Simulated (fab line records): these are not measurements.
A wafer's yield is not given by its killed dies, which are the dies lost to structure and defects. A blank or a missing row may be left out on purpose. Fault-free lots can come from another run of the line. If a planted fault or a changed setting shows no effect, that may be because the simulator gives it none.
fab line records	flow n5-finfet
record lots=9	wafers=27	last-day=18
route steps=1938 shown BEOL_M0_SAQP@700 BEOL_M0@717 BEOL_M4@1111
lots that met no fault: taken from a fault-free run of the same line
start-h: start of the lot's first displayed wafer, in hours after the record's first day	wait-h: hours from the lot's prior step to this one	" the same as in the row above	L1.1+2: several wafers, shown together as one row	- value missing, or start not given	* or withheld: withheld	< > ~ a bound
route shown NAME@n: NAME is a module with steps in the file, n the number in the route of the first one	usual: mean and standard deviation over wafers with no fault	same: alike in all rows	chamber/n: place in a boat	sites: each site's reading	_std_site: the standard deviation of these	_edge_site: the outer-site mean with the inner-site mean subtracted	radius-mm: how far each site lies from the wafer's centre	mask NAME#n: copy n	behind: the last tool/chamber to shape the wafer	hold: cause of the lot's hold/its duration in hours/its outcome	device: which transistor (n, p or np) failed to switch	end of line: the route-end tests of the same wafers	a step given without rows: its recipe and nothing more	killed: at the first sort, the dies lost to defects and structure; wafer yield is something else	map: the dies of a wafer, with x for killed, . for not killed, _ for no die there
set.NAME: the setting as run; set.NAME@STEP: as run at that earlier step	model.NAME: the simulator's own value behind a step, which no gauge read
steps of the route over a sample of lots; a table a step, a row a wafer
services: the hour from which a tool's chamber was out of use, counted from the record's first day as start-h (under 0 if before that day), plus the number of hours and why
## steps
# step N5_BEOL_M0_SAQP_STRIP_75
# recipe chemistry=CF4	resist=SiARC	power-w=300	bias-power-w=75	pressure-mtorr=50	cf4-flow-sccm=150	rf-frequency-hz=6e+07
# usual drypump-motor-current-A=5.5/0.36	oes-product-au=0.180/0.018	rf-vpp-V=271.5/1.5	showerhead-plenum-p-Torr=1.81/0.056	throttle-valve-pct=13.63/0.24
lot.wafer	tool	chamber	start-h	wait-h	drypump-motor-current-A	oes-product-au	rf-hours-counter-h	rf-vpp-V	showerhead-plenum-p-Torr	throttle-valve-pct
L734.1	rie-diel-06	2	133.10	0.1	6.1	0.181	115	271.6	1.82	13.64
L734.4	"	1	"	"	5.4	0.200	51	270.3	1.76	13.66
L734.5	"	3	"	"	5.2	0.212	-	273.8	1.89	13.22
L735.1	rie-diel-02	2	136.94	0.1	5.8	0.229	1	270.1	1.75	13.04
L735.3	"	0	"	"	4.8	0.164	221	270.4	1.79	13.95
L735.5	"	1	"	"	6.0	0.162	-	270.6	1.80	13.83
L736.2	rie-diel-06	1	143.64	0.1	5.4	0.189	53	271.7	1.76	13.68
L736.3	"	3	"	"	5.2	0.199	33	273.5	1.89	13.23
L736.6	"	3	"	"	5.2	0.200	-	274.3	1.89	13.24
L737.3	rie-diel-04	0	151.47	0.1	5.7	0.194	44	270.2	1.77	13.42
L737.5	"	1	"	"	5.0	0.165	-	270.4	1.77	13.83
L737.6	"	2	"	"	5.7	0.168	-	269.6	1.73	13.61
L738.1	rie-diel-02	1	154.33	0.1	6.0	0.157	194	270.1	1.80	13.85
L738.3	"	3	"	"	5.7	0.217	32	273.0	1.90	13.70
L738.6	"	3	"	"	5.7	0.210	-	274.7	1.90	13.71
L740.1	rie-diel-04	1	169.69	0.1	5.0	0.163	222	271.2	1.77	13.85
L740.2	"	3	"	"	5.4	0.169	193	272.2	1.86	13.79
L740.3	"	2	"	"	5.7	0.169	161	270.2	1.73	13.62
L741.2	rie-diel-04	1	184.04	0.1	5.0	0.159	226	271.1	1.76	13.85
L741.4	"	0	"	"	5.7	0.205	53	269.9	1.77	13.44
L741.5	"	3	"	"	5.4	0.163	-	272.3	1.86	13.78
L742.1	rie-diel-06	1	187.19	0.1	5.4	0.198	65	269.7	1.75	13.70
L742.3	"	0	"	"	5.6	0.172	158	272.6	1.86	13.61
L742.6	"	2	"	"	6.1	0.175	-	271.6	1.81	13.66
L753.2	rie-diel-06	1	245.39	0.1	5.4	0.188	81	271.4	1.75	13.74
L753.3	"	0	"	"	5.5	0.165	175	273.4	1.85	13.63
L753.4	"	3	"	"	5.2	0.201	58	273.2	1.88	13.30
# step N5_BEOL_M0_STRIP_140
# recipe chemistry=CF4	resist=SiARC	power-w=300	bias-power-w=75	pressure-mtorr=50	cf4-flow-sccm=150	rf-frequency-hz=6e+07
# usual drypump-motor-current-A=5.5/0.43	oes-product-au=0.79/0.091	rf-vpp-V=271.5/1.9	showerhead-plenum-p-Torr=1.81/0.065	throttle-valve-pct=13.6/0.31
lot.wafer	tool	chamber	start-h	wait-h	drypump-motor-current-A	oes-product-au	rf-hours-counter-h	rf-vpp-V	showerhead-plenum-p-Torr	throttle-valve-pct
L734.1	rie-diel-01	0	136.26	0.3	5.7	0.67	248	271.7	1.83	13.9
L734.4	"	3	"	"	5.6	0.79	91	272.1	1.80	13.3
L734.5	"	1	"	"	5.1	0.69	-	274.2	1.86	13.9
L735.1	rie-diel-03	2	138.24	0.3	6.0	0.90	23	272.6	1.89	13.2
L735.3	"	3	"	"	5.4	0.82	71	273.3	1.88	13.4
L735.5	"	0	"	"	5.5	0.72	-	269.4	1.71	13.9
L736.2	rie-diel-03	0	144.76	0.1	5.5	0.73	171	270.1	1.71	13.9
L736.3	"	2	"	"	6.0	0.89	25	275.2	1.89	13.2
L736.6	"	0	"	"	5.5	0.72	-	270.3	1.71	13.9
L737.3	rie-diel-03	3	153.35	0.1	5.4	0.81	75	273.9	1.88	13.4
L737.5	"	1	"	"	5.0	0.67	-	268.6	1.70	13.9
L737.6	"	2	"	"	6.0	0.89	-	271.9	1.89	13.2
L738.1	rie-diel-05	1	156.74	0.4	5.6	0.80	109	268.2	1.75	13.7
L738.3	"	2	"	"	5.7	0.68	223	269.5	1.77	13.9
L738.6	"	1	"	"	5.6	0.80	-	271.0	1.75	13.7
L740.1	rie-diel-01	3	171.06	0.1	5.6	0.78	106	273.1	1.79	13.3
L740.2	"	0	"	"	5.8	0.94	6	271.9	1.83	13.4
L740.3	"	1	"	"	5.0	0.68	220	273.2	1.86	14.0
L741.2	rie-diel-05	2	185.54	0.1	5.8	0.66	234	271.3	1.77	13.9
L741.4	"	0	"	"	4.7	0.86	43	274.0	1.82	13.3
L741.5	"	0	"	"	4.7	0.84	-	271.4	1.82	13.3
L742.1	rie-diel-05	1	193.44	0.1	5.6	0.78	121	272.1	1.75	13.7
L742.3	"	0	"	"	4.7	0.85	45	272.2	1.82	13.3
L742.6	"	2	"	"	5.7	0.66	-	270.5	1.77	13.9
L753.2	rie-diel-03	2	246.53	0.1	6.0	0.84	62	273.8	1.88	13.3
L753.3	"	1	"	"	5.0	0.87	22	273.3	1.90	13.4
L753.4	"	0	"	"	5.5	0.70	207	267.3	1.70	14.0
# step N5_BEOL_M0_TRENCH_ETCH_107
# recipe chemistry=C4F6/O2	target-depth-a=328	target=SiOC	time-s=16.4	ion-energy-ev=250	pressure-mtorr=30	source-w=355	bias-w=185	Ar_flow_sccm=300	C4F6_flow_sccm=10	O2_flow_sccm=10
# usual drypump-motor-current-A=5.6/0.43	oes_o_777_au=0.82/0.096	oes-product-au=0.81/0.097	rf-fwd-power-W=348.9/1.8	rf-vpp-V=667/21	showerhead-plenum-p-Torr=2.88/0.11	throttle-valve-pct=20.87/0.24
lot.wafer	tool	chamber	start-h	wait-h	drypump-motor-current-A	oes_o_777_au	oes-product-au	rf-fwd-power-W	rf-hours-counter-h	rf-vpp-V	showerhead-plenum-p-Torr	throttle-valve-pct
L734.1	rie-diel-05	3	136.70	0.0	6.3	0.96	0.97	350.2	8	686	2.84	20.53
L734.4	"	2	"	"	5.7	0.71	0.69	352.6	216	640	2.78	20.85
L734.5	"	0	"	"	4.7	0.93	0.90	353.0	-	650	2.92	20.65
L735.1	rie-diel-03	3	138.42	0.0	5.4	0.79	0.81	347.0	71	694	3.00	20.80
L735.3	"	1	"	"	5.0	0.71	0.68	346.9	244	667	2.70	21.09
L735.5	"	3	"	"	5.4	0.79	0.80	347.9	-	693	3.00	20.82
L736.2	rie-diel-05	3	144.94	0.0	6.3	0.94	0.95	349.9	10	685	2.84	20.53
L736.3	"	0	"	"	4.7	0.92	0.90	351.3	28	650	2.92	20.63
L736.6	"	3	"	"	6.3	0.96	0.95	349.5	-	686	2.84	20.53
L737.3	rie-diel-01	2	154.28	0.0	5.9	0.73	0.69	349.8	253	646	2.70	21.36
L737.5	"	1	"	"	5.0	0.71	0.70	348.9	-	636	2.94	21.25
L737.6	"	3	"	"	5.6	0.80	0.79	345.0	-	674	2.88	20.62
L738.1	rie-diel-01	3	156.96	0.0	5.5	0.79	0.79	347.4	99	673	2.88	20.64
L738.3	"	1	"	"	5.0	0.71	0.69	349.6	213	636	2.94	21.26
L738.6	"	2	"	"	5.9	0.73	0.68	347.4	-	648	2.70	21.37
L740.1	rie-diel-01	1	171.25	0.0	5.0	0.71	0.69	348.6	220	635	2.93	21.24
L740.2	"	3	"	"	5.6	0.78	0.78	348.4	106	675	2.87	20.64
L740.3	"	0	"	"	5.8	0.95	0.95	347.1	6	658	2.93	20.93
L741.2	rie-diel-03	3	185.73	0.0	5.4	0.77	0.79	348.5	88	692	2.99	20.84
L741.4	"	1	"	"	5.0	0.99	0.99	345.5	1	678	3.04	20.81
L741.5	"	3	"	"	5.4	0.77	0.79	349.3	-	694	2.99	20.84
L742.1	rie-diel-03	0	193.63	0.0	5.5	0.67	0.72	349.9	187	659	2.73	21.39
L742.3	"	3	"	"	5.4	0.76	0.80	347.6	91	694	2.99	20.86
L742.6	"	1	"	"	5.0	0.97	0.96	346.9	-	677	3.04	20.80
L753.2	rie-diel-01	1	246.71	0.0	5.1	0.87	0.70	433.9	247	571	2.92	21.31
L753.3	"	0	"	"	5.8	0.89	0.88	348.2	33	657	2.92	20.97
L753.4	"	3	"	"	5.6	0.77	0.76	347.8	132	674	2.86	20.68
# step N5_BEOL_M0_DEGAS_112
# recipe ambient=vacuum	temp-c=250	time-s=60
# usual heater-power-w=323/34
lot.wafer	tool	chamber	start-h	wait-h	heater-power-w
L734.1	pvd-sputter-01	-	137.90	0.8	364
L734.4	"	-	"	"	345
L734.5	"	-	"	"	326
L735.1	pvd-sputter-02	-	139.28	0.4	362
L735.3	"	-	"	"	270
L735.5	"	-	"	"	277
L736.2	pvd-sputter-03	-	145.52	0.2	319
L736.3	"	-	"	"	288
L736.6	"	-	"	"	295
L737.3	pvd-sputter-03	-	154.98	0.1	287
L737.5	"	-	"	"	279
L737.6	"	-	"	"	285
L738.1	pvd-sputter-03	-	157.39	0.0	282
L738.3	"	-	"	"	294
L738.6	"	-	"	"	279
L740.1	pvd-sputter-01	-	171.97	0.3	346
L740.2	"	-	"	"	325
L740.3	"	-	"	"	302
L741.2	pvd-sputter-03	-	187.85	1.8	373
L741.4	"	-	"	"	289
L741.5	"	-	"	"	277
L742.1	pvd-sputter-03	-	194.32	0.3	288
L742.3	"	-	"	"	278
L742.6	"	-	"	"	289
L753.2	pvd-sputter-01	-	247.49	0.4	293
L753.3	"	-	"	"	351
L753.4	"	-	"	"	328
# step N5_BEOL_M4_RC_MEAS_101
# usual DIBL_N=37.5/2.5	DIBL_P=38/3.1	IOFF_N=0.19/0.059	IOFF_P=0.24/0.061	ION_N=679/16	ION_P=465/9.8	SS_N=72.0/0.8	SS_P=73.7/0.86	VT_N=248/4.5	VT_P=-249/3.5
lot.wafer	tool	chamber	start-h	wait-h	DIBL_N[mV/V]	DIBL_P[mV/V]	IOFF_N[nA/um]	IOFF_P[nA/um]	ION_N[uA/um]	ION_P[uA/um]	SS_N[mV/dec]	SS_P[mV/dec]	VT_N[mV]	VT_P[mV]
L734.1	prober-01	0	188.43	0.0	35.7	36	0.15	0.19	673	458	71.9	72.4	253	-250
L734.4	"	0	"	"	33.3	34	0.11	0.17	651	455	70.6	71.8	255	-253
L734.5	"	0	"	"	37.1	38	0.18	0.24	669	461	71.6	73.8	248	-249
L735.1	prober-02	0	188.58	0.0	37.5	38	0.19	0.24	679	463	71.3	73.4	249	-248
L735.3	"	0	"	"	41.0	43	0.31	0.37	711	480	72.8	75.0	238	-242
L735.5	"	0	"	"	37.7	38	0.18	0.25	683	469	72.1	73.4	248	-247
L736.2	prober-02	0	191.94	0.2	31.0	28	0.08	0.12	644	452	70.6	70.8	259	-255
L736.3	"	0	"	"	33.5	33	0.12	0.18	679	467	69.8	72.5	253	-251
L736.6	"	0	"	"	33.7	35	0.13	0.19	672	462	70.2	73.0	250	-250
L737.3	prober-01	0	215.59	0.3	33.7	34	0.12	0.17	662	453	71.2	72.9	255	-252
L737.5	"	0	"	"	37.1	39	0.18	0.23	677	464	71.8	73.8	249	-246
L737.6	"	0	"	"	41.1	44	0.31	0.34	705	477	73.1	75.8	244	-245
L738.1	prober-02	0	221.67	0.0	35.9	37	0.16	0.20	667	459	72.3	73.8	251	-252
L738.3	"	0	"	"	37.2	37	0.19	0.20	680	461	72.0	73.0	249	-251
L738.6	"	0	"	"	33.6	34	0.11	0.17	659	451	70.9	73.0	255	-254
L740.1	prober-01	0	225.41	0.0	41.4	40	0.27	0.33	702	477	72.5	74.7	244	-244
L740.2	"	0	"	"	37.6	35	0.15	0.21	671	458	71.6	73.5	255	-247
L740.3	"	0	"	"	38.9	38	0.19	0.28	679	468	72.4	73.4	246	-244
L741.2	prober-01	0	251.57	0.2	39.7	42	0.30	0.37	716	484	72.8	74.3	239	-239
L741.4	"	0	"	"	33.7	34	0.13	0.19	670	461	72.0	72.9	252	-251
L741.5	"	0	"	"	36.6	38	0.21	0.29	701	486	71.9	74.4	241	-244
L742.1	prober-02	0	252.06	0.0	39.0	40	0.23	0.28	694	469	71.8	73.5	244	-247
L742.3	"	0	"	"	36.6	38	0.17	0.24	672	463	71.9	73.4	249	-248
L742.6	"	0	"	"	42.2	45	0.37	0.43	714	484	72.8	74.8	238	-242
L753.2	prober-02	0	312.12	0.2	37.5	39	0.18	0.22	679	466	72.5	73.7	251	-252
L753.3	"	0	"	"	34.7	35	0.13	0.17	673	459	71.5	73.4	254	-252
L753.4	"	0	"	"	37.5	40	0.19	0.26	677	463	72.1	74.5	248	-249
## services
tool	chamber	start-h	hours	kind
rie-diel-03	2	110.03	1.3	repair
rie-diel-03	-	114.49	14.6	pm
rie-diel-04	-	115.63	0.3	repair
rie-diel-01	3	120.80	2.2	repair
rie-diel-01	1	123.00	5.2	repair
pvd-sputter-01	-	133.40	2.5	repair
rie-diel-01	0	141.30	-	clean
rie-diel-01	0	141.30	-	consumable-replace:focus-ring
rie-diel-01	0	141.30	18.6	scheduled-down
rie-diel-01	0	141.30	18.6	vent-cycle
rie-diel-03	1	157.81	-	clean
rie-diel-03	1	157.81	-	consumable-replace:focus-ring
rie-diel-03	1	157.81	-	consumable-replace:showerhead
rie-diel-03	1	157.81	22.6	scheduled-down
rie-diel-03	1	157.81	22.6	vent-cycle
rie-diel-01	2	159.92	-	clean
rie-diel-01	2	159.92	-	consumable-replace:focus-ring
rie-diel-01	2	159.92	-	consumable-replace:showerhead
rie-diel-01	2	159.92	23.7	scheduled-down
rie-diel-03	0	167.94	1.8	repair
rie-diel-06	3	176.37	19.3	repair
rie-diel-04	0	222.79	11.3	repair
rie-diel-04	2	228.08	2.4	repair
rie-diel-01	3	233.35	4.4	repair
## key
first-sign step=N5_BEOL_M0_TRENCH_ETCH_107	reading=rf-fwd-power-W	direction=up	sigmas=48	usual=*	struck=*
effect step=N5_BEOL_M0_TRENCH_ETCH_107	reading=rf-vpp-V	direction=down	sigmas=4.5	usual=667	struck=571
met-at N5_BEOL_M0_TRENCH_ETCH_107
struck-lots L753
struck-wafers L753.2
not-acting-at N5_BEOL_M0_SAQP_STRIP_75,N5_BEOL_M0_STRIP_140,N5_BEOL_M0_DEGAS_112
onset-between 171.25 246.71
earlier-fault kind=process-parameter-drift	tool=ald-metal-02	chamber=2	onset-h=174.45	steps=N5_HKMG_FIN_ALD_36	channel=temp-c	offset=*	shape=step	end-h=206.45	acts-in=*	stated=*
fault kind=process-parameter-drift	tool=rie-diel-01	chamber=1	onset-h=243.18	steps=N5_BEOL_M0_TRENCH_ETCH_107	channel=source-w	offset=85.2	shape=step	end-h=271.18	acts-in=these-recipes-only	stated=355
